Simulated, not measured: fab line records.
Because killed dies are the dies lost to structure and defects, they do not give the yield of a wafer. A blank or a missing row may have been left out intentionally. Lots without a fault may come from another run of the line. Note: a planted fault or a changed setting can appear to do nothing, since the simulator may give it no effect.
Matching of chambers ; flow n5_finfet ; N5_SDB_ETCH_17 on rie_diel-01: 4 sister chambers
The step etches SiARC in CF4, target depth 23.4 nm, time 39 s. 8 wafers are shown with their chamber, then 11 later ones without.

## WAFERS WITH THEIR CHAMBER
wafer;chamber;throttle_valve_pct (%);drypump_motor_current_A (A)
L080.3;0;16.00;6.2
L083.1;2;15.38;5.3
L083.2;3;15.17;5.3
L083.3;0;15.98;6.2
L084.2;2;15.39;5.3
L084.4;1;15.79;5.6
L084.5;3;15.18;5.3
L086.2;1;15.80;5.7

## WAFERS WITHOUT THEIR CHAMBER
wafer;throttle_valve_pct (%);drypump_motor_current_A (A)
L086.3;15.40;5.3
L086.6;15.41;5.3
L087.1;15.20;5.4
L087.3;16.01;6.2
L087.6;15.21;5.4
L089.1;16.03;6.2
L089.5;15.80;5.6
L089.6;15.41;5.3
L091.2;15.82;5.7
L091.5;15.42;5.3
L091.6;15.80;5.6

## WHICH CHAMBER EACH WENT THROUGH
wafer;from the rows above;in truth
L086.3;2;2
L086.6;2;2
L087.1;3;3
L087.3;0;0
L087.6;3;3
L089.1;0;0
L089.5;1;1
L089.6;2;2
L091.2;1;1
L091.5;2;2
L091.6;1;1
Correct placement for 11 of the 11. Left unplaced by these rows: 0. 0 placed wrongly.
How it was worked out, from the rows above alone: a wafer's distance from a chamber is the root of the sum, over the readings, of the square of ((its reading less the chamber's mean) divided by the reading's scatter). If the next closest chamber is less than 2 further off than the closest, the wafer can't be placed; otherwise it belongs to the closest. For every chamber, the mean is computed from those of its wafers that are shown. The scatter: take each reading less its chamber's mean, square it, sum over the shown wafers, divide by the number of wafers less the number of chambers, and take the root.
